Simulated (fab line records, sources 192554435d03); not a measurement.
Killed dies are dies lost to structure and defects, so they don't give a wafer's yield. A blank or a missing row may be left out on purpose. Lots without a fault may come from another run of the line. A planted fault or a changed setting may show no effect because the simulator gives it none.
Chamber matching | flow n5_finfet | N5_BEOL_M8_CURE_74 on uv_cure-02: 3 sister chambers
The step cures SiCOH lowk, time 240 s. 3 wafers are shown with their chamber, then 9 later ones without.

WAFERS WITH THEIR CHAMBER
wafer  | chamber | wafer_temp_C_max
L078.6 | 0       | 386.4
L083.5 | 1       | 386.5
L089.6 | 2       | 385.9

WAFERS WITHOUT THEIR CHAMBER
wafer  | wafer_temp_C_max
L091.1 | 387.0
L091.4 | 386.6
L091.5 | 386.5
L091.2 | 386.8
L091.3 | 386.6
L091.6 | 386.3
L094.2 | 387.2
L094.3 | 388.0
L094.4 | 387.3

WHICH CHAMBER EACH WENT THROUGH
wafer  | from the rows above          | in truth
L091.1 | can't be placed: 1 or 0 or 2 | 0
L091.4 | can't be placed: 1 or 0 or 2 | 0
L091.5 | can't be placed: 1 or 0 or 2 | 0
L091.2 | can't be placed: 1 or 0 or 2 | 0
L091.3 | can't be placed: 1 or 0 or 2 | 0
L091.6 | can't be placed: 0 or 1 or 2 | 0
L094.2 | can't be placed: 1 or 0 or 2 | 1
L094.3 | can't be placed: 1 or 0 or 2 | 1
L094.4 | can't be placed: 1 or 0 or 2 | 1
Placed correctly: 0 of 9. Can't be placed from these rows: 9 (the true chamber is among the candidates in 9). Placed wrongly: 0.
How it was worked out, from the rows above alone: a wafer's distance from a chamber is the root of the sum, over the readings, of the square of ((its reading less the chamber's mean) divided by the reading's scatter). The wafer belongs to the nearest chamber; if the next one is less than 2 further off, it can't be placed. A chamber's mean is the mean of its shown wafers. The scatter: with one shown wafer a chamber, the root of the mean of the squares of how far each hidden wafer lies from its nearest shown one.
